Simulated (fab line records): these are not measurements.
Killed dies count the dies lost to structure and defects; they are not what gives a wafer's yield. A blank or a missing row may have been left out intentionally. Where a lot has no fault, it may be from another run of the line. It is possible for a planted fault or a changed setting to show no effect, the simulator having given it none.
Struck lot and sound lot, side by side -- flow nandHarc -- 12 out of 1302 route steps
Sound: the wafers L650.1, L650.2, L650.5. Struck: wafers L661.2, L661.4, L661.6. The cause is named last.
For every step that has rows: the tool of each side, followed by ch and its chambers, followed by its first start. Under that, the readings that differ: sound wafers -- struck wafers -- difference of the means -- sigmas: that difference in standard deviations of wafers without a fault.
alike: readings whose means differ by less than 2 such deviations, and words and numbers that are the same on both sides. not compared: withheld readings, readings that some wafer has no value for, bounds like >300 that may hide the same value, and numbers for which the record gives no deviation and whose values overlap.
A row with sigmas, a row that says differs or no value, or rows on one side alone: a step with any of these is where the two part. When numbers do not overlap yet have no deviation, they are printed without sigmas and do not part them. Lack of a reading on every wafer of one side parts them only where that side has two or more wafers.

first, 1 step without rows for these wafers: NHARC_A_CHANNEL_FILL_D2_ANNEAL_22 (time 7200 s).
NHARC_A_CHANNEL_FILL_D2_ALD_25: deposits SiOx, target thk 60 nm, pulse time 10 s, ald cycles 600.
  sound on aldHk-03 ch 1,3, day 15 19:22; struck on aldHk-02 ch 0,1,2, day 19 23:27
  alike: heaterPowerW, precursorPulseHeightRel
NHARC_A_CHANNEL_FILL_D2_ETCHBACK_08: etches the open film in C4F8, target depth 220 nm, time 110 s.
  sound: rieDiel-01 ch 1,2,3; struck: rieDiel-11 ch 1,2,3
  alike: oesProductAu, rfVppV
  not compared: rfHoursCounterH
NHARC_A_CHANNEL_FILL_D2_STRIP_29: strips in O2, time 20 s.
  sound: rieDiel-01 ch 1,2; struck: rieDiel-11 ch 0,1,2
  alike: drypumpMotorCurrentA, oesProductAu, rfVppV, showerheadPlenumPTorr, throttleValvePct
  not compared: rfHoursCounterH
then, 3 steps without rows for these wafers: NHARC_A_CHANNEL_FILL_D2_PRECLEAN_30 (cleans in dHF, time 30 s); NHARC_A_CHANNEL_FILL_D2_SRD_31; NHARC_A_CHANNEL_FILL_D2_CVD_09 (deposits poly-Si, target thk 150 nm, time 3000 s).
NHARC_A_CHANNEL_FILL_D2_CMP_10: polishes, target thk 150 nm.
  sound on cmp-03 ch 0,2, day 16 07:55; struck on cmp-04 ch 0,2, day 20 09:31
  alike: motorCurrentA, slurryFilterDpKPa, timeToEndpointS
next, for these wafers, 1 step has no rows: NHARC_A_CHANNEL_FILL_D2_SRD_12.
NHARC_A_CHANNEL_FILL_D2_RTA_24: time 5 s.
  sound on rtpAnneal-02 ch 0, day 16 08:20; struck on rtpAnneal-01 ch 0, day 20 10:28
  alike: lampPowerPct, wafer_temp_C_max
NHARC_A_CHANNEL_FILL_D2_INSPECT_13:
  sound on defectInspect-02, day 16 08:32; struck on defectInspect-02, day 20 10:38
  alike: rawDefectCount
NHARC_END_SORT_01:
  the record has rows for the sound wafers here (prober-02 ch 0, day 24 22:40) and none for the struck ones

## WHERE THEY PART
NHARC_END_SORT_01 only, going by this record.

WHY: what had been put in by the simulator
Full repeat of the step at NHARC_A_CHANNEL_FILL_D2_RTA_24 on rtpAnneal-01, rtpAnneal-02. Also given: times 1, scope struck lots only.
